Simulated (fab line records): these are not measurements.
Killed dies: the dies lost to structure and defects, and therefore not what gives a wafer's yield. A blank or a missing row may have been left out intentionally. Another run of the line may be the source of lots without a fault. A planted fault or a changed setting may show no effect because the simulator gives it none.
Split-lot study | flow n5-finfet | 39 wafers read from 7 lots, route of 1938 steps

SPLIT DETAILS
At N5_MOL_CONTACT_COAG_IMPLANT_129, the setting energy-kev was moved away from the recipe's 3 on 9 of the 39 wafers read, by -21.2% to -9.7%. For the rest of the wafers, this setting stayed at what the recipe calls for.

Reading taken at the split's own step.

THE READING
The simulator's own value implant.drp-nm, read by no gauge, in nm at N5_MOL_CONTACT_COAG_IMPLANT_129. No usual value for it is given in the file.

wafer  | tool, chamber at the split | energy-kev as run | against the recipe | implant.drp-nm, nm | against lot-mates on the recipe
L077.1 | implanter-02, 0            | 3                 | recipe             | 2.134              | -
L077.2 | implanter-02, 0            | 3                 | recipe             | 2.134              | -
L077.3 | implanter-02, 0            | 3                 | recipe             | 2.134              | -
L077.4 | implanter-02, 0            | 3                 | recipe             | 2.134              | -
L077.5 | implanter-02, 0            | 3                 | recipe             | 2.134              | -
L077.6 | implanter-02, 0            | 3                 | recipe             | 2.134              | -
L079.1 | implanter-02, 0            | 3                 | recipe             | 2.134              | -
L079.2 | implanter-02, 0            | 3                 | recipe             | 2.134              | -
L079.3 | implanter-02, 0            | 3                 | recipe             | 2.134              | -
L079.4 | implanter-02, 0            | 3                 | recipe             | 2.134              | -
L079.5 | implanter-02, 0            | 3                 | recipe             | 2.134              | -
L079.6 | implanter-02, 0            | 3                 | recipe             | 2.134              | -
L083.1 | implanter-01, 0            | 2.423             | -19.2%             | 1.87               | -0.264
L083.4 | implanter-01, 0            | 2.423             | -19.2%             | 1.87               | -0.264
L083.6 | implanter-01, 0            | 2.423             | -19.2%             | 1.87               | -0.264
L083.2 | implanter-01, 0            | 3                 | recipe             | 2.134              | -
L083.3 | implanter-01, 0            | 3                 | recipe             | 2.134              | -
L083.5 | implanter-01, 0            | 3                 | recipe             | 2.134              | -
L085.1 | implanter-02, 0            | 3                 | recipe             | 2.134              | -
L085.2 | implanter-02, 0            | 3                 | recipe             | 2.134              | -
L085.6 | implanter-02, 0            | 3                 | recipe             | 2.134              | -
L086.1 | implanter-01, 0            | 3                 | recipe             | 2.134              | -
L086.2 | implanter-01, 0            | 3                 | recipe             | 2.134              | -
L086.3 | implanter-01, 0            | 3                 | recipe             | 2.134              | -
L086.4 | implanter-01, 0            | 3                 | recipe             | 2.134              | -
L086.5 | implanter-01, 0            | 3                 | recipe             | 2.134              | -
L086.6 | implanter-01, 0            | 3                 | recipe             | 2.134              | -
L094.1 | implanter-01, 0            | 3                 | recipe             | 2.134              | -
L094.5 | implanter-01, 0            | 3                 | recipe             | 2.134              | -
L094.6 | implanter-01, 0            | 3                 | recipe             | 2.134              | -
L094.2 | implanter-01, 0            | 2.363             | -21.2%             | 1.841              | -0.293
L094.3 | implanter-01, 0            | 2.363             | -21.2%             | 1.841              | -0.293
L094.4 | implanter-01, 0            | 2.363             | -21.2%             | 1.841              | -0.293
L095.1 | implanter-01, 0            | 3                 | recipe             | 2.134              | -
L095.3 | implanter-01, 0            | 3                 | recipe             | 2.134              | -
L095.6 | implanter-01, 0            | 3                 | recipe             | 2.134              | -
L095.2 | implanter-01, 0            | 2.708             | -9.7%              | 2.003              | -0.131
L095.4 | implanter-01, 0            | 2.708             | -9.7%              | 2.003              | -0.131
L095.5 | implanter-01, 0            | 2.708             | -9.7%              | 2.003              | -0.131

FIT RESULTS
A straight line over all 39 wafers: implant.drp-nm changes by +0.0137 nm for each +1% of energy-kev; r = +1.00; the points scatter about the line by 0.00085 nm.
The same after taking each lot's own level away (the mean of its wafers on the recipe; 39 wafers): +0.0137 nm for each +1%; r = +1.00; scatter 0.00085 nm.
That fit puts the effect of the largest move of energy-kev on the reading at 0.29 nm.
The lots' own levels span 2.1340 to 2.1340 nm.
Consequently the slope shifts little with the lot-to-lot level, the two slopes agreeing.
Check: for one of the wafers moved furthest among these (-21.2%), held out of the fit, the line's prediction against its lot-mates is -0.291 nm. Against them it came out at -0.293 nm.

FURTHER SPLITS ON THESE WAFERS
These wafers also went through other splits before the reading. Each is held against what the fit with the lots' levels taken away leaves over:
other split on the same wafers          | wafers away from the commonest value | r with implant.drp-nm (lot level and that fit taken away)
N5_FIN_CUT_CUT_ETCH_15 time-s           | 18                                   | -0.06
N5_DUMMY_GATE_ETCH_37 source-w          | 18                                   | +0.13
N5_DUMMY_GATE_ETCH_42 bias-w            | 12                                   | -0.16
N5_SD_EPI_N_EPI_21 pressure-torr        | 30                                   | +0.31
N5_SD_EPI_P_SD_RECESS_17 target-depth-a | 12                                   | +0.11
N5_GATE_CUT_ETCH_58 time-s              | 9                                    | -0.06

THE WHOLE CHAIN: every reading that the file lists as answering this split, in the file's order
step                            | what it does | reading                                                         | change (the file's fit)                | r (the file's)
N5_MOL_CONTACT_COAG_IMPLANT_129 |              | implant.rp-nm (the simulator's own value, which no gauge read)  | +0.0355 nm for each +1% of the setting | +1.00
N5_MOL_CONTACT_COAG_IMPLANT_129 |              | implant.drp-nm (the simulator's own value, which no gauge read) | +0.0137 nm for each +1% of the setting | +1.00

THE FILE'S OWN FIT
implant.drp-nm changes by +0.0137 nm for each +1% of energy-kev, r = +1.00.
